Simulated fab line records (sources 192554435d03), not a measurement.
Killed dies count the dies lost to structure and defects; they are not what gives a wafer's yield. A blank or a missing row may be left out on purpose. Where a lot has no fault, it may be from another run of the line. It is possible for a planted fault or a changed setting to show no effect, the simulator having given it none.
Chamber matching / flow n5 finfet / 3 sister chambers for N5_BEOL_M3_PRE_CLEAN_60 on cvd co-01
The step time 15 s. 3 wafers are shown with their chamber, then 10 later ones without.

## EACH WAFER AND ITS CHAMBER
wafer=L088.2; chamber=0; heater power w (W)=69
wafer=L089.5; chamber=2; heater power w (W)=99
wafer=L090.4; chamber=1; heater power w (W)=89

## WAFERS WITHOUT THEIR CHAMBER
wafer=L090.6; heater power w (W)=67
wafer=L091.1; heater power w (W)=68
wafer=L091.2; heater power w (W)=97
wafer=L091.4; heater power w (W)=98
wafer=L095.1; heater power w (W)=67
wafer=L095.3; heater power w (W)=99
wafer=L095.6; heater power w (W)=90
wafer=L094.2; heater power w (W)=98
wafer=L094.4; heater power w (W)=91
wafer=L094.5; heater power w (W)=97

## WHICH CHAMBER EACH WENT THROUGH
wafer=L090.6; from the rows above=0; in truth=0
wafer=L091.1; from the rows above=0; in truth=0
wafer=L091.2; from the rows above=2; in truth=2
wafer=L091.4; from the rows above=2; in truth=2
wafer=L095.1; from the rows above=0; in truth=0
wafer=L095.3; from the rows above=2; in truth=2
wafer=L095.6; from the rows above=1; in truth=1
wafer=L094.2; from the rows above=2; in truth=2
wafer=L094.4; from the rows above=1; in truth=1
wafer=L094.5; from the rows above=2; in truth=2
10 of 10 placed correctly. Not placeable from these rows: 0. Number placed wrongly: 0.
How it was worked out, from the rows above alone: a wafer's distance from a chamber is the root of the sum, over the readings, of the square of ((its reading less the chamber's mean) divided by the reading's scatter). The wafer belongs to the nearest chamber; if the next one is less than 2 further off, it can't be placed. For every chamber, the mean is computed from those of its wafers that are shown. The scatter (one wafer shown for each chamber): square how far every hidden wafer sits from the nearest shown wafer, average those squares and take the square root.
